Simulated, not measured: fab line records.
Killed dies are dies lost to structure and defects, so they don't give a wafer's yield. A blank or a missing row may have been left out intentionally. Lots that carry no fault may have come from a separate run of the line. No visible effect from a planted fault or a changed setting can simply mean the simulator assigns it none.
Problem report in the 8D (eight disciplines) form, filled by code / flow n5_finfet / the parts of the form that need people (team, actions taken, sign-off) are left out

## 1. THE PROBLEM
Mean of spin_speed_rpm at N5_BEOL_M4_COAT_22: 1705.2 rpm across 6 wafers in 2 lots; on wafers with no fault it is 1500.1 rpm (standard deviation 0.91). That is +99 or more standard deviations from the usual mean.
The step: resist thk 30 nm.
First observed at day 9 17:41: wafer L627.1, on litho_track-02. The record has a number at this step for 12 wafers belonging to 4 lots. Rule for "out" (also "out of limits"): further than 4 standard deviations from the usual mean. The other wafers with a number count as sound.

## 2. WHAT IT IS; WHAT IT IS NOT
question=which readings at this step | is=spin_speed_rpm | is not=-
question=which lots | is=L627, L628 | is not=L621, L641
question=which wafers of those lots | is=all that have a number | is not=-
question=read on which tools | is=litho_track-02 | is not=-
question=when | is=from day 9 17:41 | is not=up to then (3 sound wafers); but 3 sound wafers of L641 came after

## 3. WHAT RULES OUT EACH SUSPECT
Counting: any tool at a process step up to the reading is kept as a suspect provided that every lot that is out went through it and no sound lot did after the first of them.
- litho_track-02 at N5_BEOL_M4_COAT_22 (resist thk 30 nm): ruled out as a lasting fault. The sound lots L641 went through it after L627, its earliest lot that is out (day 9 17:41).
Left after counting: nothing in the record.

## 4. THE CAUSE (what the simulator had put in)
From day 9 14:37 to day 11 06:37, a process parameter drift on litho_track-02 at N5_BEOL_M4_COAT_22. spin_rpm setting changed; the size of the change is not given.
Counting ruled it out, wrongly.

## 5. THE EFFECT CHAIN, in route order
Rows list readings where the struck wafers' mean (over those with a number) sits beyond 3 standard deviations from the usual. Only readings for which the record gives a usual standard deviation are gone through. hours: the time from each lot's start at the first step in this table that gives one to its start at this step, as a median over the lots. sigmas: the change in usual standard deviations.
hours=0; step=N5_BEOL_M4_COAT_22; reading=spin_speed_rpm; usual=1500.1 rpm; on struck wafers=1705.2; change=+205.1; sigmas=+99 or more
The process steps in it:
- N5_BEOL_M4_COAT_22: resist thk 30 nm.
Later steps that measure or inspect, where all struck wafers having a row at the step show a number for every such reading and not one has moved that far: N5_BEOL_M4_RC_MEAS_101.

## 6. WHAT WOULD HAVE CAUGHT IT SOONER
The fault began at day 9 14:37; the first out-of-limits reading in this record came at day 9 17:41, 3 hours later.
